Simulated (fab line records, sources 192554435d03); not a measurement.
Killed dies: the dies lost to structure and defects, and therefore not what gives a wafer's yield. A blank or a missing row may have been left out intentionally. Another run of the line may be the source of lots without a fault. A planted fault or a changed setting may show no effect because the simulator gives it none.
fab line records	flow n5_finfet
record lots=5	wafers=15	last_day=18
route steps=1938 shown BEOL_M0@748 BEOL_M1@751
lots untouched by any fault: they come from a run of this same line in which no faults occurred
start_h: the number of hours between the record's first day and the start of the first shown wafer of the lot	wait_h: hours elapsed since this lot's preceding step	" as in the row above	L1.1+2: a row that stands for several wafers	- either no value or no given start	* or withheld: withheld	< > ~ a bound
route shown NAME@n: NAME is a module with steps in the file, n the number in the route of the first one	usual: average and standard deviation across the fault-free wafers	same: alike in all rows	chamber/n: place in a boat	sites: readings site by site	_std_site: the standard deviation of these	_edge_site: outer sites' mean less inner sites'	radius_mm: how far each site lies from the wafer's centre	mask NAME#n: copy n	behind: the last tool/chamber to shape the wafer	hold: why the lot went on hold/how many hours it stayed there/how the hold came to an end	device: transistor that didn't switch, given as n, p or np	end of line: the tests these same wafers got at the end of their route	step lacking rows: just its recipe	killed: not the wafer's yield, but the dies lost to structure and defects at the first sort	map: the dies of a wafer, with x for killed, . for not killed, _ for no die there
set.NAME: the setting the step ran with; set.NAME@STEP: the setting that earlier step ran with	model.NAME: the simulator's own value behind a step, which no gauge read
certain route steps with their lots: each step a table, each wafer a row
services: the hour from which a tool's chamber was out of use, counted from the record's first day as start_h (under 0 if before that day), plus the number of hours and why
## steps
# step N5_BEOL_M0_DEP_125
# recipe material=SiCN	target_thk_a=80	temp_c=withheld	precursor=3MS/NH3	pressure_torr=3	rf_w=202	time_s=14
# usual showerhead_plenum_p_Torr=3.662/0.01	throttle_valve_pct=9.0/0.42
lot.wafer	tool	chamber	start_h	wait_h	showerhead_plenum_p_Torr	throttle_valve_pct
L081.1	pecvd-02	1	166.23	0.0	3.675	9.4
L081.2	"	2	"	"	3.669	8.5
L081.5	"	1	"	"	3.680	9.4
L082.3	pecvd-03	0	168.77	0.0	3.655	8.9
L082.5	"	0	"	"	3.651	8.8
L082.6	"	2	"	"	3.672	8.3
L089.1	pecvd-01	0	214.55	0.0	3.658	8.9
L089.3	"	2	"	"	3.658	9.1
L089.6	"	0	"	"	3.668	9.1
L090.2	pecvd-03	1	217.40	0.0	3.644	9.1
L090.4	"	0	"	"	3.648	9.0
L090.6	"	1	"	"	3.642	9.2
L095.2	pecvd-02	0	247.16	0.0	3.661	9.8
L095.4	"	1	"	"	3.679	9.3
L095.5	"	1	"	"	3.680	9.3
# step N5_BEOL_M0_RS_MEAS_126
# recipe thk_meas_gauge=four-point-probe	reads=Co_of_BEOL_M0_CO_CAP_123+Cu_of_BEOL_M0_ECD_118+Co_of_BEOL_M0_CVD_115+TaN_of_BEOL_M0_ALD_136
# usual M0_RS=0.542/0.022
lot.wafer	tool	chamber	start_h	wait_h	M0_RS[ohm/sq]
L081.1	film_metro-01	-	166.29	0.0	0.529
L081.2	"	-	"	"	0.544
L081.5	"	-	"	"	0.527
L082.3	film_metro-02	-	168.83	0.1	0.554
L082.5	"	-	"	"	0.529
L082.6	"	-	"	"	0.540
L089.1	film_metro-02	-	214.62	0.0	0.520
L089.3	"	-	"	"	0.549
L089.6	"	-	"	"	0.524
L090.2	film_metro-02	-	217.47	0.1	0.567
L090.4	"	-	"	"	0.586
L090.6	"	-	"	"	0.565
L095.2	film_metro-01	-	247.25	0.1	0.563
L095.4	"	-	"	"	0.540
L095.5	"	-	"	"	0.564
# step N5_BEOL_M0_INSPECT_127
# recipe inspect_instrument=darkfield	mode=post_dep
# usual raw_defect_count=67/20
lot.wafer	tool	chamber	start_h	wait_h	raw_defect_count
L081.1	defect_inspect-02	-	166.32	0.0	54
L081.2	"	-	"	"	51
L081.5	"	-	"	"	65
L082.3	defect_inspect-02	-	169.16	0.3	68
L082.5	"	-	"	"	44
L082.6	"	-	"	"	56
L089.1	defect_inspect-01	-	214.65	0.0	90
L089.3	"	-	"	"	66
L089.6	"	-	"	"	51
L090.2	defect_inspect-01	-	217.50	0.0	56
L090.4	"	-	"	"	72
L090.6	"	-	"	"	69
L095.2	defect_inspect-01	-	247.27	0.0	63
L095.4	"	-	"	"	71
L095.5	"	-	"	"	72
# step N5_BEOL_M1_ILD_DEP_00
# recipe material=SiOC	target_thk_a=790	temp_c=350	precursor=DEMS/O2	pressure_torr=5	rf_w=500	time_s=15.3
# usual heater_power_w=489/81	showerhead_plenum_p_Torr=5.692/0.014	throttle_valve_pct=12.0/0.52
lot.wafer	tool	chamber	start_h	wait_h	heater_power_w	showerhead_plenum_p_Torr	throttle_valve_pct
L081.1	pecvd-01	2	166.36	0.0	503	5.679	11.7
L081.2	"	0	"	"	510	5.700	12.0
L081.5	"	2	"	"	499	5.680	11.8
L082.3	pecvd-01	2	169.19	0.0	528	5.681	11.6
L082.5	"	0	"	"	444	5.687	11.8
L082.6	"	1	"	"	475	5.716	11.6
L089.1	pecvd-04	1	214.68	0.0	445	5.667	12.0
L089.3	"	1	"	"	451	5.668	11.9
L089.6	"	0	"	"	557	5.691	12.4
L090.2	pecvd-04	1	217.53	0.0	459	5.676	12.2
L090.4	"	1	"	"	461	5.686	12.2
L090.6	"	0	"	"	451	5.700	12.7
L095.2	pecvd-04	2	247.31	0.0	393	5.702	10.8
L095.4	"	1	"	"	411	5.671	12.1
L095.5	"	2	"	"	380	5.709	11.0
# step N5_BEOL_M1_THK_MEAS_01
# recipe reads=SiOC_of_BEOL_M1_ILD_DEP_00
# usual M1_ILD_THK=79.0/0.96
lot.wafer	tool	chamber	start_h	wait_h	M1_ILD_THK[nm]
L081.1	film_metro-02	-	166.42	0.0	77.9
L081.2	"	-	"	"	79.0
L081.5	"	-	"	"	79.4
L082.3	film_metro-01	-	169.27	0.1	80.1
L082.5	"	-	"	"	81.4
L082.6	"	-	"	"	79.8
L089.1	film_metro-01	-	214.77	0.1	77.4
L089.3	"	-	"	"	78.7
L089.6	"	-	"	"	79.0
L090.2	film_metro-01	-	217.62	0.1	78.2
L090.4	"	-	"	"	79.7
L090.6	"	-	"	"	79.7
L095.2	film_metro-02	-	247.38	0.1	77.8
L095.4	"	-	"	"	78.8
L095.5	"	-	"	"	79.6
# step N5_BEOL_M1_PECVD_72
# recipe material=SiO2	target_thk_a=160	temp_c=400	precursor=TEOS/O2	pressure_torr=5.5	rf_w=450	teos_flow_sccm=53.8	gas=O2	flow_sccm=3000	time_s=18
# usual heater_power_w=738/110	showerhead_plenum_p_Torr=8.78/0.048	throttle_valve_pct=22.4/0.94
lot.wafer	tool	chamber	start_h	wait_h	heater_power_w	showerhead_plenum_p_Torr	throttle_valve_pct
L081.1	pecvd-02	1	166.46	0.0	922	8.87	23.4
L081.2	"	0	"	"	642	8.74	24.0
L081.5	"	1	"	"	919	8.86	23.4
L082.3	pecvd-01	2	169.30	0.0	847	8.75	22.3
L082.5	"	1	"	"	613	8.83	21.6
L082.6	"	2	"	"	842	8.76	22.4
L089.1	pecvd-02	2	214.81	0.0	896	8.76	21.2
L089.3	"	2	"	"	901	8.76	21.3
L089.6	"	1	"	"	909	8.85	23.4
L090.2	pecvd-01	2	217.65	0.0	778	8.73	22.4
L090.4	"	2	"	"	760	8.73	22.3
L090.6	"	0	"	"	685	8.77	22.7
L095.2	pecvd-01	0	247.42	0.0	743	8.76	22.6
L095.4	"	2	"	"	766	8.74	22.5
L095.5	"	0	"	"	762	8.75	22.5
# step N5_BEOL_M1_HM_DEP_02
# recipe material=TiN	target_thk_a=200	temp_c=25	chamber_pressure_pa=0.49996
# usual substrate_temp_c=25.01/0.11	throttle_valve_pct=30.1/0.76
lot.wafer	tool	chamber	start_h	wait_h	substrate_temp_c	throttle_valve_pct
L081.1	pvd_sputter-01	-	166.74	0.3	25.01	30.7
L081.2	"	-	"	"	24.88	28.9
L081.5	"	-	"	"	24.91	30.7
L082.3	pvd_sputter-02	-	170.15	0.8	24.88	29.9
L082.5	"	-	"	"	25.20	29.8
L082.6	"	-	"	"	24.90	30.5
L089.1	pvd_sputter-03	-	217.11	2.3	25.10	29.3
L089.3	"	-	"	"	24.96	30.1
L089.6	"	-	"	"	24.97	29.8
L090.2	pvd_sputter-01	-	218.20	0.5	25.03	30.7
L090.4	"	-	"	"	25.09	29.2
L090.6	"	-	"	"	24.88	30.9
L095.2	pvd_sputter-01	-	249.21	1.8	24.92	30.7
L095.4	"	-	"	"	25.04	29.4
L095.5	"	-	"	"	25.10	29.5
# step N5_BEOL_M1_COAT_61
# recipe resist=SOC	temp_c=250	time_s=60	spin_rpm=1500	resist_thk_nm=60
# usual chill_plate_temp_C=22.99/0.11	heater_power_total_W=500.7/1.8	spin_speed_rpm=1500.1/0.93
lot.wafer	tool	chamber	start_h	wait_h	chill_plate_temp_C	heater_power_total_W	spin_speed_rpm
L081.1	litho_track-01	0	166.87	0.1	23.02	499.3	1499.4
L081.2	"	0	"	"	23.05	500.2	1501.1
L081.5	"	0	"	"	23.13	499.2	1499.9
L082.3	litho_track-04	0	170.28	0.1	23.04	498.7	1499.3
L082.5	"	0	"	"	23.03	498.5	1499.2
L082.6	"	0	"	"	22.99	503.2	1499.2
L089.1	litho_track-04	0	217.23	0.1	22.94	497.7	1500.9
L089.3	"	0	"	"	22.88	500.6	1500.4
L089.6	"	0	"	"	23.06	498.3	1500.4
L090.2	litho_track-04	0	218.32	0.1	23.05	499.1	1499.9
L090.4	"	0	"	"	22.91	501.4	1500.7
L090.6	"	0	"	"	23.03	502.4	1500.3
L095.2	litho_track-03	0	249.35	0.1	22.97	501.0	1501.1
L095.4	"	0	"	"	23.10	499.5	1499.3
L095.5	"	0	"	"	23.00	500.6	1500.6
# step N5_BEOL_M1_COAT_62
# recipe resist=SiARC	temp_c=220	time_s=60	spin_rpm=1500	resist_thk_nm=12
# usual chill_plate_temp_C=22.98/0.1	heater_power_total_W=427.6/2.2	spin_speed_rpm=1500.0/1
lot.wafer	tool	chamber	start_h	wait_h	chill_plate_temp_C	heater_power_total_W	spin_speed_rpm
L081.1	litho_track-01	0	-	-	23.07	428.7	1501.2
L081.2	"	0	"	"	23.03	430.6	1500.6
L081.5	"	0	"	"	22.93	431.1	1499.5
L082.3	litho_track-04	0	-	-	22.93	425.4	1500.0
L082.5	"	0	"	"	22.98	429.6	1499.2
L082.6	"	0	"	"	22.81	425.9	1499.8
L089.1	litho_track-04	0	-	-	22.98	428.7	1500.6
L089.3	"	0	"	"	23.12	425.6	1500.7
L089.6	"	0	"	"	23.09	428.0	1500.0
L090.2	litho_track-04	0	-	-	22.89	424.1	1499.9
L090.4	"	0	"	"	22.83	426.8	1500.3
L090.6	"	0	"	"	22.95	427.3	1500.9
L095.2	litho_track-03	0	-	-	23.09	430.3	1498.3
L095.4	"	0	"	"	23.03	430.2	1498.4
L095.5	"	0	"	"	23.08	424.3	1499.7
# step N5_BEOL_M1_COAT_73
# recipe resist=underlayer	temp_c=205	time_s=60	spin_rpm=1500	resist_thk_nm=5
# usual chill_plate_temp_C=22.99/0.1	heater_power_total_W=391.6/1.4	spin_speed_rpm=1500.0/0.96
lot.wafer	tool	chamber	start_h	wait_h	chill_plate_temp_C	heater_power_total_W	spin_speed_rpm
L081.1	litho_track-01	0	-	-	22.99	391.3	1498.8
L081.2	"	0	"	"	22.73	392.1	1500.0
L081.5	"	0	"	"	22.96	393.0	1498.5
L082.3	litho_track-04	0	-	-	22.83	389.9	1499.9
L082.5	"	0	"	"	22.87	391.4	1500.3
L082.6	"	0	"	"	22.88	390.3	1499.5
L089.1	litho_track-04	0	-	-	22.99	389.8	1499.9
L089.3	"	0	"	"	23.04	390.6	1499.8
L089.6	"	0	"	"	22.93	393.6	1499.5
L090.2	litho_track-04	0	-	-	22.86	390.6	1500.5
L090.4	"	0	"	"	22.95	392.0	1499.6
L090.6	"	0	"	"	22.94	392.0	1500.0
L095.2	litho_track-03	0	-	-	22.93	391.2	1501.0
L095.4	"	0	"	"	23.05	390.1	1503.3
L095.5	"	0	"	"	22.98	392.8	1500.3
# step N5_BEOL_M1_COAT_05
# recipe resist=CAR-EUV	spin_rpm=1500	resist_thk_nm=30
# usual chill_plate_temp_C=22.99/0.11	spin_speed_rpm=1499.8/1.1
lot.wafer	tool	chamber	start_h	wait_h	chill_plate_temp_C	spin_speed_rpm
L081.1	litho_track-01	0	-	-	23.25	1498.9
L081.2	"	0	"	"	23.21	1500.2
L081.5	"	0	"	"	22.91	1499.3
L082.3	litho_track-04	0	-	-	22.87	1501.2
L082.5	"	0	"	"	22.92	1501.1
L082.6	"	0	"	"	22.76	1501.2
L089.1	litho_track-04	0	-	-	22.91	1501.2
L089.3	"	0	"	"	23.10	1501.0
L089.6	"	0	"	"	23.08	1501.1
L090.2	litho_track-04	0	-	-	23.06	1500.5
L090.4	"	0	"	"	23.00	1500.5
L090.6	"	0	"	"	22.91	1497.8
L095.2	litho_track-03	0	-	-	22.84	1500.4
L095.4	"	0	"	"	22.97	1500.9
L095.5	"	0	"	"	22.89	1498.6
# step N5_BEOL_M1_EBR_07
# recipe solvent=PGMEA	ebr_width_mm=1.5
# usual chill_plate_temp_C=22.97/0.099
lot.wafer	tool	chamber	start_h	wait_h	chill_plate_temp_C
L081.1	litho_track-01	0	-	-	23.04
L081.2	"	0	"	"	22.98
L081.5	"	0	"	"	23.17
L082.3	litho_track-04	0	-	-	22.98
L082.5	"	0	"	"	23.06
L082.6	"	0	"	"	22.83
L089.1	litho_track-04	0	-	-	22.92
L089.3	"	0	"	"	22.97
L089.6	"	0	"	"	22.82
L090.2	litho_track-04	0	-	-	22.92
L090.4	"	0	"	"	22.87
L090.6	"	0	"	"	22.88
L095.2	litho_track-03	0	-	-	22.98
L095.4	"	0	"	"	22.93
L095.5	"	0	"	"	22.94
# step N5_BEOL_M1_SOFTBAKE_06
# recipe temp_c=110	time_s=60	resist=CAR-EUV
# usual chill_plate_temp_C=23.00/0.1	heater_power_total_W=175.3/1.7
lot.wafer	tool	chamber	start_h	wait_h	chill_plate_temp_C	heater_power_total_W
L081.1	litho_track-01	0	-	-	23.01	173.0
L081.2	"	0	"	"	22.90	175.8
L081.5	"	0	"	"	23.11	175.7
L082.3	litho_track-04	0	-	-	22.90	175.1
L082.5	"	0	"	"	22.89	173.3
L082.6	"	0	"	"	22.85	173.5
L089.1	litho_track-04	0	-	-	22.95	177.4
L089.3	"	0	"	"	22.92	173.4
L089.6	"	0	"	"	22.82	173.0
L090.2	litho_track-04	0	-	-	23.01	177.5
L090.4	"	0	"	"	23.00	176.6
L090.6	"	0	"	"	23.01	177.4
L095.2	litho_track-03	0	-	-	22.99	177.6
L095.4	"	0	"	"	23.00	173.1
L095.5	"	0	"	"	22.99	177.6
# step N5_BEOL_M1_EXPOSE_08
# recipe mask_id=M1	na=0.33	source_shape=dipole	sigma_inner=0.369	sigma_outer=0.767	polarization=unpolarized	dose_mj=33
# same sigma_outer=0.767
lot.wafer	tool	chamber	start_h	wait_h	mask
L081.1+2+5	euv_scanner-02	0	167.02	-	M1#0
L082.3+5+6	euv_scanner-01	0	170.55	-	M1#0
L089.1+3+6	euv_scanner-02	0	217.50	-	M1#0
L090.2+4+6	euv_scanner-01	0	218.59	-	M1#0
L095.2+4+5	euv_scanner-02	0	249.50	-	M1#0
# step N5_BEOL_M1_PEB_09
# recipe peb_temp_c=100	peb_time_s=60	resist=CAR-EUV
# usual chill_plate_temp_C=23.00/0.097	heater_power_total_W=153.9/1
lot.wafer	tool	chamber	start_h	wait_h	chill_plate_temp_C	heater_power_total_W
L081.1	litho_track-03	0	167.08	0.1	23.02	155.1
L081.2	"	0	"	"	22.93	153.6
L081.5	"	0	"	"	23.01	153.9
L082.3	litho_track-04	0	170.60	0.0	23.14	152.6
L082.5	"	0	"	"	23.10	152.6
L082.6	"	0	"	"	22.94	154.1
L089.1	litho_track-03	0	217.56	0.1	23.10	154.9
L089.3	"	0	"	"	23.07	153.6
L089.6	"	0	"	"	23.15	154.1
L090.2	litho_track-01	0	218.65	0.0	23.13	152.6
L090.4	"	0	"	"	22.97	153.8
L090.6	"	0	"	"	23.09	152.6
L095.2	litho_track-03	0	249.55	0.0	22.85	154.7
L095.4	"	0	"	"	22.94	153.6
L095.5	"	0	"	"	22.82	154.5
# step N5_BEOL_M1_DEVELOP_10
# recipe develop_time_s=30	developer=TMAH	resist=CAR-EUV	rinse_liquid=surfactant_rinse	dry=air_spin	dev_temp_c=23
# usual chill_plate_temp_C=23.00/0.11
lot.wafer	tool	chamber	start_h	wait_h	chill_plate_temp_C
L081.1	litho_track-03	0	-	-	22.93
L081.2	"	0	"	"	22.84
L081.5	"	0	"	"	22.84
L082.3	litho_track-04	0	-	-	23.12
L082.5	"	0	"	"	23.30
L082.6	"	0	"	"	23.07
L089.1	litho_track-03	0	-	-	23.03
L089.3	"	0	"	"	23.19
L089.6	"	0	"	"	23.10
L090.2	litho_track-01	0	-	-	22.97
L090.4	"	0	"	"	23.18
L090.6	"	0	"	"	22.95
L095.2	litho_track-03	0	-	-	23.03
L095.4	"	0	"	"	22.95
L095.5	"	0	"	"	22.88
# step N5_BEOL_M1_CD_MEAS_11
# recipe target_cd_nm=17.05	landing_energy_ev=500	detector=se_inlens	polarity=opening
# usual cd_nm=17.03/0.29
lot.wafer	tool	chamber	start_h	wait_h	cd_nm
L081.1	cd_sem-02	0	167.15	-	16.71
L081.2	"	0	"	"	16.80
L081.5	"	0	"	"	17.45
L082.3	cd_sem-03	0	170.67	-	16.96
L082.5	"	0	"	"	17.44
L082.6	"	0	"	"	17.41
L089.1	cd_sem-03	0	217.62	-	16.91
L089.3	"	0	"	"	17.04
L089.6	"	0	"	"	17.11
L090.2	cd_sem-02	0	218.71	-	17.52
L090.4	"	0	"	"	16.98
L090.6	"	0	"	"	16.95
L095.2	cd_sem-01	0	249.62	-	17.11
L095.4	"	0	"	"	17.28
L095.5	"	0	"	"	17.17
# step N5_BEOL_M1_OVL_MEAS_12
# recipe points_per_wafer=522
# usual M1_OVL=-0.1/0.71
lot.wafer	tool	chamber	start_h	wait_h	M1_OVL[nm]
L081.1	overlay-02	0	167.18	0.0	-0.2
L081.2	"	0	"	"	-0.5
L081.5	"	0	"	"	0.5
L082.3	overlay-01	0	170.71	0.0	-0.8
L082.5	"	0	"	"	-0.5
L082.6	"	0	"	"	-0.3
L089.1	overlay-02	0	217.65	0.0	0.8
L089.3	"	0	"	"	0.4
L089.6	"	0	"	"	0.2
L090.2	overlay-01	0	218.75	0.0	0.2
L090.4	"	0	"	"	-0.1
L090.6	"	0	"	"	-0.2
L095.2	overlay-01	0	249.65	0.0	1.2
L095.4	"	0	"	"	1.1
L095.5	"	0	"	"	0.5
# step N5_BEOL_M1_INSPECT_13
# recipe mode=adi	inspect_instrument=brightfield
# usual raw_defect_count=418/100
lot.wafer	tool	chamber	start_h	wait_h	raw_defect_count
L081.1	defect_inspect-01	-	167.24	0.1	610
L081.2	"	-	"	"	550
L081.5	"	-	"	"	475
L082.3	defect_inspect-01	-	170.75	0.0	527
L082.5	"	-	"	"	404
L082.6	"	-	"	"	370
L089.1	defect_inspect-01	-	217.71	0.1	540
L089.3	"	-	"	"	396
L089.6	"	-	"	"	463
L090.2	defect_inspect-01	-	218.80	0.0	259
L090.4	"	-	"	"	392
L090.6	"	-	"	"	574
L095.2	defect_inspect-02	-	249.70	0.0	436
L095.4	"	-	"	"	352
L095.5	"	-	"	"	422
# step N5_BEOL_M1_DESCUM_16
# recipe chemistry=O2	time_s=7	source_power_w=50	bias_power_w=20	pressure_mtorr=20	rf_frequency_hz=2.712e+07	temp_c=40	resist=CAR-EUV	o2_flow_sccm=225
# usual bias_power_w=20.00/0.065	chamber_pressure_mTorr=20.002/0.017	drypump_motor_current_A=5.7/0.55	o2_flow_sccm=224.9/0.65	oes_product_au=0.79/0.098	rf_vpp_V=243.4/1.2	showerhead_plenum_p_Torr=2.11/0.06	throttle_valve_pct=20.43/0.26
lot.wafer	tool	chamber	start_h	wait_h	bias_power_w	chamber_pressure_mTorr	drypump_motor_current_A	o2_flow_sccm	oes_product_au	rf_hours_counter_h	rf_vpp_V	showerhead_plenum_p_Torr	throttle_valve_pct
L081.1	rie_diel-06	3	167.37	0.1	20.07	20.005	5.7	225.2	0.80	100	244.4	2.20	20.30
L081.2	"	1	"	"	19.93	19.988	5.1	224.3	0.72	211	243.5	2.08	20.45
L081.5	"	3	"	"	20.04	20.001	5.8	223.9	0.80	-	244.8	2.20	20.30
L082.3	rie_diel-01	1	170.79	0.0	19.95	20.015	4.8	225.6	0.70	194	245.5	2.15	20.32
L082.5	"	3	"	"	19.93	19.969	5.9	224.8	0.75	-	241.4	2.02	20.69
L082.6	"	0	"	"	20.00	19.988	5.2	224.5	0.77	-	242.3	2.09	20.74
L089.1	rie_diel-03	3	217.86	0.2	19.98	20.006	5.4	225.0	0.69	222	243.3	2.18	20.76
L089.3	"	0	"	"	20.09	20.013	6.5	224.3	0.98	5	244.2	2.16	20.08
L089.6	"	0	"	"	19.97	20.016	6.5	224.5	0.99	-	242.6	2.16	20.08
L090.2	rie_diel-06	1	218.83	0.0	19.97	20.015	5.0	223.9	0.71	226	242.4	2.07	20.50
L090.4	"	2	"	"	19.91	20.012	5.0	224.3	0.89	43	241.6	2.05	19.99
L090.6	"	2	"	"	20.01	19.978	4.9	225.8	0.88	-	241.2	2.05	19.99
L095.2	rie_diel-06	3	249.93	0.2	19.96	20.004	5.7	223.8	0.78	124	244.3	2.19	20.35
L095.4	"	1	"	"	20.03	19.986	5.0	224.1	0.71	234	244.2	2.07	20.50
L095.5	"	3	"	"	19.94	20.001	5.7	223.9	0.77	-	244.0	2.19	20.36
# step N5_BEOL_M1_ETCH_74
# recipe chemistry=N2/H2	target=underlayer	target_depth_a=65	mask_material=CAR-EUV	time_s=5.2	ion_energy_ev=200	pressure_mtorr=30	source_w=840	bias_w=150	n2_flow_sccm=200	h2_flow_sccm=200	ends=cleared
# usual chamber_pressure_mTorr=30.00/0.044	drypump_motor_current_A=5.7/0.55	etch_rf_on_time_s=5.23/0.13	n2_flow_sccm=199.9/0.56	oes_product_au=0.67/0.08	rf_vpp_V=524.1/2.4	showerhead_plenum_p_Torr=2.56/0.074	throttle_valve_pct=17.84/0.2
lot.wafer	tool	chamber	start_h	wait_h	chamber_pressure_mTorr	drypump_motor_current_A	etch_rf_on_time_s	n2_flow_sccm	oes_product_au	rf_hours_counter_h	rf_vpp_V	showerhead_plenum_p_Torr	throttle_valve_pct
L081.1	rie_diel-06	3	167.41	0.0	29.96	5.8	5.13	199.5	0.69	100	526.2	2.66	17.69
L081.2	"	1	"	"	30.01	5.1	5.25	199.8	0.62	211	522.9	2.50	17.73
L081.5	"	3	"	"	29.97	5.7	5.13	199.3	0.69	-	526.2	2.66	17.66
L082.3	rie_diel-01	1	170.82	0.0	30.05	4.9	5.29	200.4	0.60	194	525.1	2.63	17.81
L082.5	"	3	"	"	30.03	5.9	5.42	199.1	0.62	-	521.2	2.44	18.10
L082.6	"	0	"	"	30.02	5.2	5.03	199.8	0.65	-	522.7	2.54	18.10
L089.1	rie_diel-03	3	217.90	0.0	30.01	5.4	5.22	200.4	0.58	222	525.4	2.62	18.10
L089.3	"	0	"	"	29.98	6.5	5.18	200.5	0.83	5	524.7	2.62	17.59
L089.6	"	0	"	"	29.98	6.5	5.20	200.7	0.83	-	525.0	2.62	17.57
L090.2	rie_diel-06	1	218.87	0.0	30.04	5.1	5.27	199.9	0.61	226	524.2	2.50	17.77
L090.4	"	2	"	"	30.05	4.9	5.27	199.6	0.74	43	522.0	2.49	17.45
L090.6	"	2	"	"	29.92	5.0	5.25	199.0	0.74	-	522.2	2.49	17.46
L095.2	rie_diel-06	3	249.96	0.0	30.00	5.7	5.18	199.6	0.66	124	526.4	2.65	17.71
L095.4	"	1	"	"	30.06	5.0	5.31	199.5	0.61	234	524.5	2.49	17.75
L095.5	"	3	"	"	29.97	5.7	5.20	199.3	0.66	-	529.5	2.65	17.71
# step N5_BEOL_M1_ETCH_63
# recipe chemistry=CF4	target=SiARC	target_depth_a=156	mask_material=CAR-EUV	time_s=26	ion_energy_ev=80	pressure_mtorr=40	source_w=545	bias_w=36	Ar_flow_sccm=100	cf4_flow_sccm=100	ends=cleared
# usual chamber_pressure_mTorr=40.00/0.037	drypump_motor_current_A=5.7/0.55	etch_rf_on_time_s=26.1/0.63	oes_product_au=0.67/0.08	rf_vpp_V=184.2/1	showerhead_plenum_p_Torr=2.15/0.058	throttle_valve_pct=15.59/0.27
lot.wafer	tool	chamber	start_h	wait_h	chamber_pressure_mTorr	drypump_motor_current_A	etch_rf_on_time_s	oes_product_au	rf_hours_counter_h	rf_vpp_V	showerhead_plenum_p_Torr	throttle_valve_pct
L081.1	rie_diel-06	3	167.42	0.0	40.02	5.7	26.0	0.69	100	185.2	2.24	15.55
L081.2	"	1	"	"	40.00	5.1	26.2	0.62	211	183.6	2.12	15.68
L081.5	"	3	"	"	40.01	5.7	26.2	0.68	-	185.0	2.24	15.54
L082.3	rie_diel-01	1	170.84	0.0	39.97	4.8	26.6	0.60	194	185.7	2.21	15.60
L082.5	"	3	"	"	39.97	5.9	27.4	0.62	-	180.9	2.04	15.68
L082.6	"	0	"	"	40.02	5.2	25.3	0.66	-	184.3	2.15	15.91
L089.1	rie_diel-03	3	217.91	0.0	39.99	5.4	25.8	0.60	222	184.5	2.20	15.84
L089.3	"	0	"	"	39.97	6.5	25.8	0.84	5	184.0	2.18	15.08
L089.6	"	0	"	"	40.01	6.5	25.9	0.82	-	183.9	2.18	15.08
L090.2	rie_diel-06	1	218.89	0.0	39.96	5.0	26.6	0.61	226	185.6	2.12	15.72
L090.4	"	2	"	"	39.97	5.0	26.3	0.74	43	184.1	2.09	15.09
L090.6	"	2	"	"	39.96	5.0	25.9	0.76	-	185.1	2.09	15.09
L095.2	rie_diel-06	3	249.98	0.0	39.98	5.7	26.5	0.66	124	185.5	2.23	15.59
L095.4	"	1	"	"	39.94	5.1	26.7	0.60	234	183.0	2.11	15.72
L095.5	"	3	"	"	40.02	5.7	26.4	0.66	-	185.6	2.23	15.59
# step N5_BEOL_M1_ETCH_64
# recipe chemistry=N2/H2	target=SOC	target_depth_a=750	overetch_a=150	mask_material=SiARC	temp_c=40	time_s=112.5	ion_energy_ev=200	pressure_mtorr=30	source_w=840	bias_w=150	n2_flow_sccm=200	h2_flow_sccm=200
# usual chamber_pressure_mTorr=30.000/0.028	drypump_motor_current_A=5.7/0.55	n2_flow_sccm=200.0/0.54	oes_product_au=0.62/0.073	rf_vpp_V=524.2/2.3	showerhead_plenum_p_Torr=2.56/0.074	throttle_valve_pct=17.80/0.2
lot.wafer	tool	chamber	start_h	wait_h	chamber_pressure_mTorr	drypump_motor_current_A	n2_flow_sccm	oes_product_au	rf_hours_counter_h	rf_vpp_V	showerhead_plenum_p_Torr	throttle_valve_pct
L081.1	rie_diel-06	3	167.45	0.0	29.985	5.7	200.0	0.63	100	527.8	2.66	17.65
L081.2	"	1	"	"	29.991	5.1	199.6	0.58	211	523.1	2.50	17.69
L081.5	"	3	"	"	29.956	5.7	199.7	0.64	-	527.5	2.66	17.63
L082.3	rie_diel-01	1	170.87	0.0	30.016	4.9	199.8	0.57	194	526.5	2.63	17.77
L082.5	"	3	"	"	29.974	5.9	200.9	0.59	-	522.1	2.44	18.03
L082.6	"	0	"	"	30.033	5.2	199.9	0.60	-	524.7	2.54	18.08
L089.1	rie_diel-03	3	217.94	0.0	30.021	5.5	201.8	0.55	222	526.3	2.62	18.08
L089.3	"	0	"	"	29.975	6.5	200.1	0.77	5	525.3	2.62	17.57
L089.6	"	0	"	"	29.977	6.5	200.3	0.78	-	525.2	2.62	17.57
L090.2	rie_diel-06	1	218.91	0.0	29.994	5.1	200.1	0.57	226	523.7	2.50	17.74
L090.4	"	2	"	"	29.986	5.0	200.5	0.69	43	520.7	2.49	17.43
L090.6	"	2	"	"	30.059	5.0	200.3	0.70	-	520.8	2.49	17.44
L095.2	rie_diel-06	3	250.01	0.0	29.979	5.8	200.3	0.62	124	526.5	2.65	17.67
L095.4	"	1	"	"	30.037	5.1	200.0	0.57	234	522.6	2.49	17.73
L095.5	"	3	"	"	30.007	5.7	200.4	0.61	-	528.7	2.65	17.67
# step N5_BEOL_M1_STRIP_65
# recipe chemistry=N2/H2	temp_c=40	n2_flow_sccm=200	h2_flow_sccm=200	rf_frequency_hz=6e+07
lot.wafer	tool	chamber	start_h	wait_h
L081.1+2+5	rie_diel-06	3,1,3	167.56	0.1
L082.3+5+6	rie_diel-01	1,3,0	170.97	0.1
L089.1+3+6	rie_diel-03	3,0,0	218.05	0.1
L090.2+4+6	rie_diel-06	1,2,2	219.02	0.1
L095.2+4+5	rie_diel-06	3,1,3	250.11	0.1
# step N5_BEOL_M1_STRIP_75
# recipe chemistry=N2/H2	temp_c=40	n2_flow_sccm=200	h2_flow_sccm=200	rf_frequency_hz=6e+07
lot.wafer	tool	chamber	start_h	wait_h
L081.1+2+5	rie_diel-06	3,1,3	167.57	0.0
L082.3+5+6	rie_diel-01	1,3,0	170.98	0.0
L089.1+3+6	rie_diel-03	3,0,0	218.06	0.0
L090.2+4+6	rie_diel-06	1,2,2	219.03	0.0
L095.2+4+5	rie_diel-06	3,1,3	250.12	0.0
## services
tool	chamber	start_h	hours	kind
euv_scanner-02	-	145.82	1.0	pm
pvd_sputter-02	-	151.48	2.4	repair
euv_scanner-02	-	156.89	4.6	pm
rie_diel-06	0	160.21	2.8	repair
euv_scanner-01	-	161.52	5.8	pm
pecvd-01	0	163.00	2.1	scheduled_down
euv_scanner-01	-	171.49	0.6	repair
rie_diel-03	0	178.59	-	clean
rie_diel-03	0	178.59	-	consumable_replace:focus_ring
pecvd-04	-	179.66	0.3	repair
pecvd-04	-	187.21	3.8	repair
euv_scanner-01	-	191.70	1.0	pm
euv_scanner-01	-	197.22	0.1	repair
euv_scanner-01	-	197.84	0.7	repair
euv_scanner-02	-	201.99	1.0	pm
rie_diel-06	0	213.00	3.4	repair
pecvd-02	-	216.91	14.6	pm
euv_scanner-01	-	224.93	107.6	repair
rie_diel-01	1	226.18	3.6	repair
pecvd-02	2	233.53	18.2	repair
pecvd-04	2	233.59	5.8	repair
rie_diel-01	0	241.59	12.8	repair
pecvd-01	1	243.29	17.6	repair
pecvd-01	-	245.94	0.7	repair
## key
fault none
